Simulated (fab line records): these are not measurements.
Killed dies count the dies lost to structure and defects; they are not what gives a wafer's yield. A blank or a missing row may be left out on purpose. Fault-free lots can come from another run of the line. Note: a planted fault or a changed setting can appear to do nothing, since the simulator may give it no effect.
Which tool did it?    flow n5-finfet    24 lots, 72 wafers sampled, at 4 steps of a route of 1938

== WHAT THE GAUGES SHOWED, per wafer ==
N5_BEOL_M4_RS_MEAS_58: uses a four-point probe to measure. Usual: for M4_RS the level is 0.674 ohm/sq and the standard deviation is 0.029.
lot   measured      on             M4_RS (ohm/sq)     flag
L074  day 7 19:27   film-metro-01  0.665 0.691 0.713  
L076  day 7 21:32   film-metro-02  0.666 0.683 0.651  
L075  day 8 15:03   film-metro-01  0.670 0.686 0.703  
L077  day 8 15:23   film-metro-02  0.680 0.644 0.640  
L078  day 8 20:17   film-metro-02  0.716 0.698 0.695  
L079  day 9 08:28   film-metro-02  0.705 0.651 0.666  
L081  day 9 17:01   film-metro-01  0.697 0.635 0.710  
L082  day 9 21:33   film-metro-01  0.694 0.666 0.682  
L080  day 10 00:47  film-metro-02  0.641 0.626 0.635  
L083  day 10 02:28  film-metro-02  0.714 0.648 0.702  
L084  day 10 06:04  film-metro-01  0.677 0.671 0.619  
L085  day 10 22:43  film-metro-02  0.634 0.704 0.667  
L086  day 11 10:59  film-metro-02  0.674 0.657 0.643  
L087  day 11 16:20  film-metro-01  0.706 0.690 0.675  
L088  day 11 19:48  film-metro-02  0.666 0.719 0.696  
L090  day 12 01:26  film-metro-01  0.641 0.656 0.637  
L091  day 12 09:19  film-metro-01  0.707 0.670 0.699  
L089  day 12 13:01  film-metro-01  0.644 0.625 0.634  
L092  day 12 16:19  film-metro-02  0.656 0.662 0.655  
L094  day 12 18:30  film-metro-01  0.695 0.660 0.674  
L093  day 12 20:51  film-metro-01  0.655 0.636 0.688  
L095  day 12 23:44  film-metro-02  0.737 0.702 0.697  
L096  day 13 20:48  film-metro-02  0.707 0.716 0.730  
L097  day 13 23:41  film-metro-02  0.724 0.683 0.689  

N5_BEOL_M5_CD_MEAS_11: the cd target is 27.74 nm. Usual: cd-nm reads 27.93 nm (standard deviation 0.28).
lot   measured      on         cd-nm (nm)         flag
L074  day 7 21:51   cd-sem-03  27.72 27.90 27.63  
L076  day 8 00:29   cd-sem-03  27.62 27.34 27.87  
L075  day 8 18:37   cd-sem-02  28.48 28.38 27.83  
L077  day 8 18:46   cd-sem-01  28.14 27.59 28.36  
L078  day 8 22:58   cd-sem-02  27.85 27.98 28.06  
L079  day 9 10:47   cd-sem-01  28.33 28.10 27.56  
L081  day 9 19:58   cd-sem-02  28.25 28.10 28.16  
L082  day 10 01:09  cd-sem-02  27.91 27.95 27.65  
L080  day 10 04:48  cd-sem-01  28.27 28.09 28.53  
L083  day 10 04:58  cd-sem-01  27.77 28.34 27.94  
L084  day 10 09:46  cd-sem-02  27.41 28.27 28.12  
L085  day 11 01:49  cd-sem-03  28.02 27.75 28.17  
L086  day 11 15:35  cd-sem-03  27.92 27.97 27.43  
L087  day 11 18:48  cd-sem-03  27.94 28.26 27.88  
L088  day 11 22:48  cd-sem-03  28.13 28.14 28.25  
L090  day 12 04:31  cd-sem-01  27.89 27.76 28.04  
L091  day 12 12:14  cd-sem-01  27.72 27.77 27.38  
L089  day 12 15:53  cd-sem-02  27.70 27.83 27.77  
L092  day 12 19:17  cd-sem-03  27.87 27.37 27.56  
L094  day 12 20:43  cd-sem-02  27.77 27.97 27.98  
L093  day 12 23:08  cd-sem-02  27.78 27.73 27.93  
L095  day 13 01:49  cd-sem-02  27.85 27.84 27.85  
L096  day 13 23:23  cd-sem-03  28.42 27.72 28.00  
L097  day 14 02:20  cd-sem-02  27.76 27.91 27.52  

N5_BEOL_M5_THK_MEAS_53: measures by xrf. Usual: for M5_THK the level is 62.9 nm and the standard deviation is 1.6.
lot   measured      on             M5_THK (nm)     flag
L074  day 8 08:39   film-metro-02  62.0 61.1 62.6  
L076  day 8 11:30   film-metro-02  62.3 62.9 61.6  
L075  day 9 03:28   film-metro-01  61.8 63.5 63.7  
L077  day 9 04:11   film-metro-02  65.9 62.0 65.4  
L078  day 9 10:56   film-metro-02  60.2 59.5 61.5  
L079  day 9 20:45   film-metro-02  62.4 62.1 63.3  
L081  day 10 05:39  film-metro-02  61.9 63.1 63.9  
L082  day 10 10:30  film-metro-02  63.2 59.6 62.8  
L080  day 10 18:17  film-metro-01  62.9 61.7 61.8  
L083  day 10 16:24  film-metro-02  64.0 64.3 63.2  
L084  day 10 21:23  film-metro-02  64.8 66.4 66.6  
L085  day 11 11:16  film-metro-01  63.2 63.4 64.7  
L086  day 12 00:58  film-metro-01  64.6 62.0 63.1  
L087  day 12 04:52  film-metro-02  63.8 64.9 64.4  
L088  day 12 07:30  film-metro-02  63.0 63.8 64.3  
L090  day 12 13:35  film-metro-02  63.7 62.2 64.8  
L091  day 12 22:53  film-metro-02  63.4 64.7 64.7  
L089  day 13 03:05  film-metro-01  63.6 62.3 64.9  
L092  day 13 09:15  film-metro-01  59.6 60.5 61.7  
L094  day 13 09:56  film-metro-01  60.1 64.4 61.6  
L093  day 13 12:58  film-metro-01  61.7 65.2 61.2  
L095  day 13 19:41  film-metro-02  63.3 60.9 63.8  
L096  day 14 08:12  film-metro-02  60.7 62.9 63.4  
L097  day 14 10:56  film-metro-02  60.8 59.2 59.4  

== TOOL THAT RAN EACH LOT (tool first, then ch and the chambers of the sampled wafers, then the start) ==
lot   N5_BEOL_M4_CMP_52
L074  cmp-04 ch 0,1,3, day 7 18:56
L076  cmp-04 ch 0,1,2, day 7 20:59
L075  cmp-04 ch 0,1,3, day 8 14:34
L077  cmp-03 ch 1,2, day 8 14:48
L078  cmp-03 ch 0,3, day 8 19:46
L079  cmp-03 ch 0,1,2, day 9 07:56
L081  cmp-03 ch 1,2, day 9 16:26
L082  cmp-02 ch 0,2,3, day 9 21:06
L080  cmp-04 ch 0,1,3, day 10 00:12
L083  cmp-03 ch 1,2,3, day 10 01:48
L084  cmp-02 ch 0,3, day 10 05:32
L085  cmp-03 ch 1,3, day 10 22:08
L086  cmp-02 ch 0,1,3, day 11 10:26
L087  cmp-03 ch 1,2,3, day 11 15:47
L088  cmp-03 ch 0,2, day 11 19:08
L090  cmp-02 ch 1,3, day 12 00:48
L091  cmp-04 ch 0,3, day 12 08:44
L089  cmp-02 ch 0,1,2, day 12 12:28
L092  cmp-03 ch 0,1,3, day 12 15:46
L094  cmp-04 ch 0,1,3, day 12 17:56
L093  cmp-03 ch 0,2,3, day 12 20:04
L095  cmp-03 ch 1,2,3, day 12 23:13
L096  cmp-03 ch 0,3, day 13 20:10
L097  cmp-04 ch 0,2,3, day 13 23:13
- N5_BEOL_M4_CMP_52: polishes, stops on SiOC, t overpolish 6.8 s, target thk 40 nm.

== WHAT THE TOOLS THEMSELVES READ (means of the sampled wafers that have a number; where no wafer has one, the mark that the record gives instead) ==
N5_BEOL_M4_CMP_52. Usual: barrier-field-endpoint-s 24.6 s, standard deviation 0.64; head-pressure-psi 1.0003 psi, standard deviation 0.0023; motor-current-A 5.9 A, standard deviation 0.75; overpolish-run-s 6.800 s, standard deviation 0.0092; slurry-flow-ml-min 150.0, standard deviation 0.48; time-to-endpoint-s 62 s, standard deviation 3.2.
lot   tool    barrier-field-endpoint-s (s)  head-pressure-psi (psi)  motor-current-A (A)  overpolish-run-s (s)  slurry-flow-ml-min  time-to-endpoint-s (s)  flag
L074  cmp-04  24.4                          1.0000                   6.2                  6.793                 150.0               62                      
L076  cmp-04  24.1                          1.0012                   6.2                  6.794                 150.2               59                      
L075  cmp-04  24.6                          0.9990                   6.3                  6.803                 149.5               64                      
L077  cmp-03  25.5                          1.0001                   6.1                  6.806                 149.5               63                      
L078  cmp-03  24.5                          1.0011                   6.0                  6.802                 150.1               60                      
L079  cmp-03  23.8                          1.0000                   6.3                  6.805                 150.1               61                      
L081  cmp-03  23.9                          0.9996                   6.7                  6.810                 149.7               58                      
L082  cmp-02  25.8                          1.0009                   5.5                  6.807                 150.4               63                      
L080  cmp-04  24.7                          1.0002                   5.9                  6.802                 149.9               61                      
L083  cmp-03  24.6                          1.0002                   5.8                  6.797                 150.2               62                      
L084  cmp-02  25.5                          0.9997                   5.6                  6.798                 149.6               66                      
L085  cmp-03  24.9                          1.0034                   5.1                  6.795                 149.9               59                      
L086  cmp-02  24.7                          1.0005                   5.4                  6.797                 150.1               65                      
L087  cmp-03  24.7                          0.9991                   6.0                  6.800                 150.4               59                      
L088  cmp-03  25.3                          0.9997                   6.8                  6.802                 149.5               62                      
L090  cmp-02  25.0                          1.0027                   5.4                  6.810                 150.6               66                      
L091  cmp-04  24.0                          1.0019                   6.3                  6.798                 150.0               60                      
L089  cmp-02  24.6                          0.9995                   5.6                  6.801                 149.9               63                      
L092  cmp-03  24.2                          0.9998                   5.8                  6.798                 150.0               59                      
L094  cmp-04  25.0                          0.9994                   6.0                  6.802                 150.2               64                      
L093  cmp-03  24.4                          1.0007                   6.2                  6.806                 150.3               59                      
L095  cmp-03  24.8                          0.9997                   5.8                  6.800                 149.9               63                      
L096  cmp-03  24.6                          0.9984                   5.3                  6.792                 149.0               65                      
L097  cmp-04  24.3                          1.0003                   6.3                  6.796                 150.1               62                      

== THE ANSWER, worked out from the rows above alone ==
Rule: take the mean of a lot's wafers that have a number; if it is more than 3 standard deviations from the usual mean, the lot is off. Also off: a lot with no number at a reading for which 4 or more lots have one. Where the step has rows for the other lots, those lots are counted as sound. Order of review: gauges by route order, followed by the tools' own readings, for which a lot's mean as printed above is used. The first step at which some lot is off is used, and at that step the reading that is off furthest; a lot without a number counts as furthest.
Across all readings shown, no lot is off: no conclusion can be drawn from this.

== WHAT HAD BEEN PUT IN BY THE SIMULATOR ==
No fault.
